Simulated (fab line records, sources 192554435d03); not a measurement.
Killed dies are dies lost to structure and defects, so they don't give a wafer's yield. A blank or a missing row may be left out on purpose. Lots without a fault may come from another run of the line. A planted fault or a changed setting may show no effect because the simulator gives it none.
Which tool did it? | flow n5_finfet | 10 lots, 30 wafers sampled, at 4 steps of a route of 1938

WHAT THE GAUGES READ, wafer by wafer
N5_BEOL_M11_THK_MEAS_01.
lot  | measured     | on            | M11_ILD_THK (nm)
L782 | day 11 21:04 | film_metro-02 | 264 272 269
L783 | day 13 06:09 | film_metro-01 | 264 271 267
L784 | day 13 11:09 | film_metro-02 | 261 269 266
L785 | day 13 19:43 | film_metro-02 | 265 265 269
L786 | day 14 03:50 | film_metro-02 | 271 269 272
L790 | day 15 00:02 | film_metro-01 | 265 267 269
L798 | day 16 16:38 | film_metro-02 | 266 266 266
L804 | day 18 05:40 | film_metro-02 | 268 266 271
L802 | day 18 23:48 | film_metro-02 | 270 269 277
L803 | day 19 03:58 | film_metro-01 | 265 271 274

WHICH TOOL RAN EACH LOT (tool, then ch and the chambers of the sampled wafers, then the start)
lot  | N5_BEOL_M10_ETCH_66                | N5_BEOL_M10_VIA_ETCH_34            | N5_BEOL_M10_CVD_75
L782 | rie_diel-02 ch 0,2, day 11 17:51   | rie_diel-02 ch 0,2, day 11 17:58   | cvd_co-01 ch 0,1,2, day 11 19:19
L783 | rie_diel-04 ch 0,1,3, day 13 02:33 | rie_diel-04 ch 0,1,3, day 13 02:41 | cvd_co-01 ch 0,2, day 13 04:26
L784 | rie_diel-04 ch 0,3, day 13 07:11   | rie_diel-04 ch 0,3, day 13 07:19   | cvd_co-01 ch 0,1, day 13 09:04
L785 | rie_diel-04 ch 0,3, day 13 14:21   | rie_diel-04 ch 0,3, day 13 14:29   | cvd_co-02 ch 1,2, day 13 17:43
L786 | rie_diel-04 ch 2,3, day 13 23:53   | rie_diel-04 ch 2,3, day 14 00:00   | cvd_co-01 ch 0,1, day 14 01:56
L790 | rie_diel-04 ch 0,1, day 14 19:53   | rie_diel-04 ch 0,1, day 14 20:01   | cvd_co-02 ch 0,2, day 14 21:50
L798 | rie_diel-05 ch 0,1,3, day 16 11:41 | rie_diel-05 ch 0,1,3, day 16 11:48 | cvd_co-01 ch 0,2, day 16 14:25
L804 | rie_diel-02 ch 2,3, day 18 00:28   | rie_diel-02 ch 2,3, day 18 00:35   | cvd_co-01 ch 0,2, day 18 03:55
L802 | rie_diel-04 ch 0,1,2, day 18 20:17 | rie_diel-04 ch 0,1,2, day 18 20:25 | cvd_co-02 ch 0,2, day 18 22:01
L803 | rie_diel-04 ch 0,1,3, day 19 00:24 | rie_diel-04 ch 0,1,3, day 19 00:31 | cvd_co-01 ch 0,1,2, day 19 02:14
- N5_BEOL_M10_ETCH_66: etches SOC in N2/H2, target depth 120 nm, overetch 24 nm, time 180 s.
- N5_BEOL_M10_VIA_ETCH_34: etches SiCOH lowk in C4F6/O2, target depth 184.5 nm, time 69.2 s.
- N5_BEOL_M10_CVD_75: deposits Co from CCTBA/H2, target thk 2 nm, time 138.9 s.

WHAT THE TOOLS THEMSELVES READ (means of the sampled wafers that have a number; where no wafer has one, the mark that the record gives instead)
N5_BEOL_M10_ETCH_66.
lot  | tool        | bias_w (W) | drypump_motor_current_A (A) | oes_product_au (a.u.) | rf_vpp_V (V) | showerhead_plenum_p_Torr (Torr) | throttle_valve_pct (%)
L782 | rie_diel-02 | 149.8      | 5.8                         | 0.63                  | 524.2        | 2.55                            | 17.88
L783 | rie_diel-04 | 150.4      | 5.6                         | 0.70                  | 524.4        | 2.57                            | 17.67
L784 | rie_diel-04 | 149.7      | 5.6                         | 0.77                  | 524.9        | 2.57                            | 17.59
L785 | rie_diel-04 | 149.9      | 5.8                         | 0.74                  | 524.1        | 2.53                            | 17.51
L786 | rie_diel-04 | 149.8      | 5.6                         | 0.70                  | 525.3        | 2.57                            | 17.75
L790 | rie_diel-04 | 150.0      | 5.8                         | 0.73                  | 523.8        | 2.53                            | 17.45
L798 | rie_diel-05 | 150.3      | 6.0                         | 0.58                  | 523.6        | 2.53                            | 17.78
L804 | rie_diel-02 | 150.3      | 5.5                         | 0.64                  | 524.2        | 2.56                            | 17.93
L802 | rie_diel-04 | 150.1      | 5.9                         | 0.70                  | 523.3        | 2.52                            | 17.50
L803 | rie_diel-04 | 150.4      | 5.5                         | 0.68                  | 524.0        | 2.55                            | 17.60

N5_BEOL_M10_VIA_ETCH_34.
lot  | tool        | bias_w (W) | drypump_motor_current_A (A) | oes_product_au (a.u.) | rf_vpp_V (V) | showerhead_plenum_p_Torr (Torr) | throttle_valve_pct (%)
L782 | rie_diel-02 | 184.5      | 5.8                         | 0.78                  | 672          | 2.86                            | 20.96
L783 | rie_diel-04 | 184.9      | 5.6                         | 0.86                  | 665          | 2.88                            | 20.74
L784 | rie_diel-04 | 185.3      | 5.5                         | 0.96                  | 658          | 2.88                            | 20.69
L785 | rie_diel-04 | 184.8      | 5.8                         | 0.93                  | 662          | 2.83                            | 20.59
L786 | rie_diel-04 | 185.2      | 5.6                         | 0.87                  | 659          | 2.88                            | 20.86
L790 | rie_diel-04 | 184.4      | 5.8                         | 0.90                  | 667          | 2.83                            | 20.52
L798 | rie_diel-05 | 184.7      | 6.0                         | 0.72                  | 665          | 2.83                            | 20.89
L804 | rie_diel-02 | 185.2      | 5.5                         | 0.80                  | 668          | 2.86                            | 20.94
L802 | rie_diel-04 | 184.7      | 5.8                         | 0.88                  | 666          | 2.82                            | 20.60
L803 | rie_diel-04 | 184.7      | 5.6                         | 0.85                  | 663          | 2.86                            | 20.68

N5_BEOL_M10_CVD_75.
lot  | tool      | run_length_s (s)
L782 | cvd_co-01 | 161.4
L783 | cvd_co-01 | 161.2
L784 | cvd_co-01 | 161.2
L785 | cvd_co-02 | 161.3
L786 | cvd_co-01 | 161.1
L790 | cvd_co-02 | 179.2
L798 | cvd_co-01 | 161.2
L804 | cvd_co-01 | 161.0
L802 | cvd_co-02 | 161.9
L803 | cvd_co-01 | 161.4

THE ANSWER, worked out from the rows above alone
Rule: what is usual is taken from the lots themselves. Put in order of their means at a reading, lots are off if they are a third of the lots or fewer, leave a main group of 4 or more, and stand apart from it by a gap of 3 or more times the standard deviation of the main group's means; of several such gaps the widest counts. A main group whose means are all the same, to the digits that the tables above print for the reading, isn't used. A lot without any number at a reading at which 4 lots or more have one is off too. The other lots that the step has rows for count as sound. The gauges are gone through in route order, then the tools' own readings, and for those a lot's mean is taken as printed above. The first step at which some lot is off is used, and at that step the reading that is off furthest; a lot without a number counts as furthest.
Off: L790, at N5_BEOL_M10_CVD_75 (run_length_s). The main group: mean 161.3 s, standard deviation 0.24.
A tool fits if, at that step or a process step before it, it ran every lot that is off, and no sound lot after the first of them. None of those tried fits.

WHAT THE SIMULATOR HAD PUT IN
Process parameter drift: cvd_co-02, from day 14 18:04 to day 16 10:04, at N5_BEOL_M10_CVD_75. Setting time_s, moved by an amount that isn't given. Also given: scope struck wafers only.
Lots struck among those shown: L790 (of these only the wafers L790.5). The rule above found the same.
